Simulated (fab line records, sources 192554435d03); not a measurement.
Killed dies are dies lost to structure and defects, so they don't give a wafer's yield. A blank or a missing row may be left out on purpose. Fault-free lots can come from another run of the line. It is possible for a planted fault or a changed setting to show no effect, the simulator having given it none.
Chamber matching    flow n5_finfet    N5_BEOL_M1_ETCH_64 on rie_diel-05 has 4 sister chambers
The step etches SOC in N2/H2, target depth 75 nm, overetch 15 nm, time 112.5 s. 4 wafers are shown with their chamber, then 8 later ones without.

== WAFERS, EACH WITH ITS CHAMBER ==
wafer   chamber  drypump_motor_current_A (A)
L083.1  1        6.3
L083.3  0        6.1
L084.6  2        5.3
L088.1  3        6.1

== WAFERS WITHOUT THEIR CHAMBER ==
wafer   drypump_motor_current_A (A)
L088.2  6.1
L088.4  6.3
L089.2  6.1
L089.3  5.4
L089.5  6.1
L096.1  6.1
L096.2  5.3
L096.6  6.1

== EACH ONE'S CHAMBER ==
wafer   from the rows above      in truth
L088.2  can't be placed: 0 or 3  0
L088.4  1                        1
L089.2  can't be placed: 0 or 3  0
L089.3  2                        2
L089.5  can't be placed: 0 or 3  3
L096.1  can't be placed: 0 or 3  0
L096.2  2                        2
L096.6  can't be placed: 0 or 3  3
Placed correctly: 3 of 8. Unplaceable from these rows: 5, with the true chamber sitting among the candidates in 5. Placed wrongly: 0.
How it was worked out, from the rows above alone: a wafer's distance from a chamber is the root of the sum, over the readings, of the square of ((its reading less the chamber's mean) divided by the reading's scatter). The wafer belongs to the nearest chamber; if the next one is less than 2 further off, it can't be placed. For every chamber, the mean is computed from those of its wafers that are shown. The scatter (one wafer shown for each chamber): square how far every hidden wafer sits from the nearest shown wafer, average those squares and take the square root.
